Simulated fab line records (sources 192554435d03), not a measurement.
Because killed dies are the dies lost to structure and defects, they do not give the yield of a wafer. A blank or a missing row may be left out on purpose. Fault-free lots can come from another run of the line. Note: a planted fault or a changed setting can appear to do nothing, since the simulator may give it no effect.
Chamber matching	flow n5Finfet	N5_BEOL_M12_ILD_DEP_00 on pecvd-02 has 3 sister chambers
The step deposits SiOC from DEMS/O2, target thk 658.92 nm, time 130.7 s. 3 wafers are shown with their chamber, then 12 later ones without.

== WAFERS PAIRED WITH THEIR CHAMBERS ==
wafer	chamber	showerheadPlenumPTorr (Torr)
L089.4	2	5.711
L089.5	1	5.701
L089.6	0	5.676

== WAFERS MISSING THEIR CHAMBER ==
wafer	showerheadPlenumPTorr (Torr)
L090.2	5.690
L090.5	5.677
L090.6	5.712
L093.3	5.685
L093.4	5.678
L093.5	5.693
L095.4	5.698
L095.5	5.687
L095.6	5.707
L097.1	5.718
L097.3	5.656
L097.4	5.708

== WHICH CHAMBER EACH ONE RAN IN ==
wafer	from the rows above	in truth
L090.2	can't be placed: 1 or 0 or 2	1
L090.5	0	0
L090.6	can't be placed: 2 or 1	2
L093.3	can't be placed: 0 or 1 or 2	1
L093.4	0	0
L093.5	can't be placed: 1 or 0 or 2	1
L095.4	can't be placed: 1 or 2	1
L095.5	can't be placed: 0 or 1 or 2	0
L095.6	can't be placed: 2 or 1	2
L097.1	can't be placed: 2 or 1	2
L097.3	0	0
L097.4	can't be placed: 2 or 1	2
Correct placement for 3 of the 12. Not placeable from these rows: 9 (in 9, the candidates include the true chamber). Wrongly placed: 0.
How it was worked out, from the rows above alone: a wafer's distance from a chamber is the root of the sum, over the readings, of the square of ((its reading less the chamber's mean) divided by the reading's scatter). If the next closest chamber is less than 2 further off than the closest, the wafer can't be placed; otherwise it belongs to the closest. The mean given for a chamber averages the wafers shown for that chamber. The scatter: root of mean squared gap, hidden wafer to nearest shown wafer, with one shown wafer a chamber.
